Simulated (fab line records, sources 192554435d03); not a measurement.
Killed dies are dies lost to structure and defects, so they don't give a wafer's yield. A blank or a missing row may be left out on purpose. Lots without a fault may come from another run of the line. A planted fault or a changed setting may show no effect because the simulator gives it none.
Chamber matching | flow n5_finfet | N5_MOL_CONTACT_COAG_ETCH_66 on rie_diel-02: 4 sister chambers
The step etches SiARC in CF4, target depth 13 nm, time 21.7 s. 4 wafers are shown with their chamber, then 12 later ones without.

WAFERS WITH THEIR CHAMBER
wafer  | chamber | showerhead_plenum_p_Torr (Torr)
L090.5 | 1       | 2.21
L092.1 | 2       | 2.12
L092.2 | 3       | 2.12
L092.3 | 0       | 2.13

WAFERS WITHOUT THEIR CHAMBER
wafer  | showerhead_plenum_p_Torr (Torr)
L092.4 | 2.21
L092.5 | 2.12
L092.6 | 2.13
L095.1 | 2.11
L095.2 | 2.11
L095.3 | 2.13
L095.4 | 2.11
L095.5 | 2.13
L095.6 | 2.11
L097.1 | 2.11
L097.4 | 2.12
L097.6 | 2.20

WHICH CHAMBER EACH WENT THROUGH
wafer  | from the rows above          | in truth
L092.4 | 1                            | 1
L092.5 | can't be placed: 2 or 3 or 0 | 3
L092.6 | can't be placed: 0 or 2 or 3 | 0
L095.1 | can't be placed: 2 or 3 or 0 | 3
L095.2 | can't be placed: 2 or 3 or 0 | 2
L095.3 | can't be placed: 0 or 2 or 3 | 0
L095.4 | can't be placed: 2 or 3 or 0 | 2
L095.5 | can't be placed: 0 or 2 or 3 | 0
L095.6 | can't be placed: 2 or 3 or 0 | 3
L097.1 | can't be placed: 2 or 3 or 0 | 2
L097.4 | can't be placed: 2 or 3 or 0 | 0
L097.6 | 1                            | 1
Placed correctly: 2 of 12. Can't be placed from these rows: 10 (the true chamber is among the candidates in 10). Placed wrongly: 0.
How it was worked out, from the rows above alone: a wafer's distance from a chamber is the root of the sum, over the readings, of the square of ((its reading less the chamber's mean) divided by the reading's scatter). The wafer belongs to the nearest chamber; if the next one is less than 2 further off, it can't be placed. A chamber's mean is the mean of its shown wafers. The scatter: with one shown wafer a chamber, the root of the mean of the squares of how far each hidden wafer lies from its nearest shown one.
